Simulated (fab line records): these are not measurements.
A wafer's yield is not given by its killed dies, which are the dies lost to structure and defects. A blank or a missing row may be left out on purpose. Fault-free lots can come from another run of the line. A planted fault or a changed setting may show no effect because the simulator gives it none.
Matching of chambers | flow nand-harc | NHARC_A_BLC_STRIP_29 on rie-diel-03: 4 sister chambers
The step strips in CF4. 20 wafers are shown with their chamber, then 10 later ones without.

== WAFERS PAIRED WITH THEIR CHAMBERS ==
wafer  | chamber | showerhead-plenum-p-Torr (Torr) | drypump-motor-current-A (A) | oes-product-au (a.u.)
L077.1 | 1       | 1.89                            | 5.3                         | 1.008
L077.4 | 2       | 1.72                            | 6.8                         | 1.014
L077.6 | 0       | 1.80                            | 4.8                         | 0.996
L078.1 | 2       | 1.72                            | 6.8                         | 1.006
L078.3 | 1       | 1.89                            | 5.3                         | 1.009
L078.5 | 3       | 1.78                            | 5.2                         | 0.988
L080.3 | 3       | 1.78                            | 5.3                         | 0.986
L080.4 | 2       | 1.72                            | 6.8                         | 1.008
L080.5 | 1       | 1.89                            | 5.3                         | 1.003
L083.1 | 2       | 1.72                            | 6.8                         | 1.012
L083.2 | 1       | 1.89                            | 5.3                         | 1.004
L083.3 | 3       | 1.78                            | 5.2                         | 1.005
L082.1 | 0       | 1.79                            | 4.8                         | 1.005
L082.2 | 1       | 1.89                            | 5.3                         | 1.011
L082.3 | 3       | 1.78                            | 5.2                         | 1.004
L082.4 | 2       | 1.72                            | 6.8                         | 1.019
L082.5 | 3       | 1.78                            | 5.2                         | 1.005
L082.6 | 0       | 1.79                            | 4.8                         | 1.002
L085.1 | 2       | 1.72                            | 6.9                         | 1.015
L085.2 | 1       | 1.89                            | 5.3                         | 1.019

SIGNATURES (averages over the wafers above)
reading                  | chamber 0 | chamber 1 | chamber 2 | chamber 3 | scatter within a chamber
showerhead-plenum-p-Torr | 1.7933    | 1.8900    | 1.7200    | 1.7800    | 0.00204
drypump-motor-current-A  | 4.800     | 5.300     | 6.817     | 5.220     | 0.032
oes-product-au           | 1.00100   | 1.00900   | 1.01233   | 0.99760   | 0.00661
Rule: a wafer lies at a distance from a chamber equal to the root of the sum of squares, over the readings, of (its reading less the chamber's mean, divided by the reading's scatter). If the next closest chamber is less than 2 further off than the closest, the wafer can't be placed; otherwise it belongs to the closest. The scatter: the root of (the sum of the squares of (reading less its chamber's mean) over the shown wafers, divided by (wafers less chambers)).

== WAFERS WITH NO CHAMBER GIVEN ==
wafer  | showerhead-plenum-p-Torr (Torr) | drypump-motor-current-A (A) | oes-product-au (a.u.)
L085.6 | 1.78                            | 5.3                         | 1.001
L088.1 | 1.79                            | 4.8                         | 0.996
L088.2 | 1.72                            | 6.8                         | 1.005
L088.4 | 1.89                            | 5.3                         | 1.005
L086.1 | 1.88                            | 5.3                         | 0.982
L086.3 | 1.78                            | 5.3                         | 1.021
L086.6 | 1.72                            | 6.8                         | 1.013
L095.2 | 1.72                            | 6.8                         | 1.013
L095.4 | 1.88                            | 5.3                         | 0.984
L095.5 | 1.77                            | 5.2                         | 1.014

== WHICH CHAMBER EACH WENT THROUGH ==
wafer  | from the rows above | in truth
L085.6 | 3                   | 3
L088.1 | 0                   | 0
L088.2 | 2                   | 2
L088.4 | 1                   | 1
L086.1 | 1                   | 1
L086.3 | 3                   | 3
L086.6 | 2                   | 2
L095.2 | 2                   | 2
L095.4 | 1                   | 1
L095.5 | 3                   | 3
10 of 10 placed correctly. From these rows, 0 cannot be placed. Wrongly placed: 0.
